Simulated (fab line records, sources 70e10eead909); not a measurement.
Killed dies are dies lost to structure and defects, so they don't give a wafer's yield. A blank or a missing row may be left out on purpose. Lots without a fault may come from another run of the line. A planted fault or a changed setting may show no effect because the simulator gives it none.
Chamber matching | flow nand_harc | NHARC_THIN_TSV_DESCUM_14 on rie_diel-02: 4 sister chambers
The step chemistry O2, time 3 s. 16 wafers are shown with their chamber, then 8 later ones without.

WAFERS WITH THEIR CHAMBER
wafer  | chamber | drypump_motor_current_A (A) | oes_product_au (a.u.) | throttle_valve_pct (%)
L393.2 | 3       | 6.2                         | 0.995                 | 11.317
L393.3 | 1       | 5.2                         | 1.000                 | 11.291
L393.5 | 2       | 6.0                         | 0.999                 | 11.311
L396.2 | 1       | 5.2                         | 0.991                 | 11.318
L396.4 | 3       | 6.2                         | 0.994                 | 11.309
L396.6 | 1       | 5.2                         | 0.999                 | 11.309
L401.1 | 3       | 6.2                         | 0.990                 | 11.325
L401.2 | 0       | 5.5                         | 0.993                 | 11.306
L401.6 | 0       | 5.5                         | 0.987                 | 11.307
L403.3 | 1       | 5.2                         | 0.979                 | 11.308
L403.4 | 0       | 5.5                         | 0.973                 | 11.308
L403.6 | 1       | 5.2                         | 0.990                 | 11.316
L405.4 | 2       | 6.1                         | 1.000                 | 11.284
L405.5 | 1       | 5.2                         | 0.995                 | 11.301
L405.6 | 2       | 6.1                         | 0.994                 | 11.303
L404.4 | 0       | 5.5                         | 0.982                 | 11.319

SIGNATURES (means of the wafers above)
reading                 | chamber 0 | chamber 1 | chamber 2 | chamber 3 | scatter within a chamber
drypump_motor_current_A | 5.500     | 5.200     | 6.067     | 6.200     | 0.0236
oes_product_au          | 0.98375   | 0.99233   | 0.99767   | 0.99300   | 0.00674
throttle_valve_pct      | 11.31000  | 11.30717  | 11.29933  | 11.31700  | 0.00967
Rule: a wafer's distance from a chamber is the root of the sum, over the readings, of the square of ((its reading less the chamber's mean) divided by the reading's scatter). The wafer belongs to the nearest chamber; if the next one is less than 2 further off, it can't be placed. The scatter: the root of (the sum of the squares of (reading less its chamber's mean) over the shown wafers, divided by (wafers less chambers)).

WAFERS WITHOUT THEIR CHAMBER
wafer  | drypump_motor_current_A (A) | oes_product_au (a.u.) | throttle_valve_pct (%)
L404.5 | 5.2                         | 0.983                 | 11.312
L404.6 | 6.0                         | 0.994                 | 11.298
L407.2 | 6.1                         | 1.000                 | 11.311
L407.5 | 6.2                         | 0.997                 | 11.305
L407.6 | 6.0                         | 0.999                 | 11.319
L408.2 | 6.0                         | 1.010                 | 11.323
L408.3 | 5.2                         | 1.002                 | 11.333
L408.5 | 6.1                         | 1.009                 | 11.318

WHICH CHAMBER EACH WENT THROUGH
wafer  | from the rows above     | in truth
L404.5 | 1                       | 1
L404.6 | 2                       | 2
L407.2 | 2                       | 2
L407.5 | 3                       | 3
L407.6 | 2                       | 2
L408.2 | 2                       | 2
L408.3 | 1                       | 1
L408.5 | can't be placed: 2 or 3 | 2
Placed correctly: 7 of 8. Can't be placed from these rows: 1 (the true chamber is among the candidates in 1). Placed wrongly: 0.
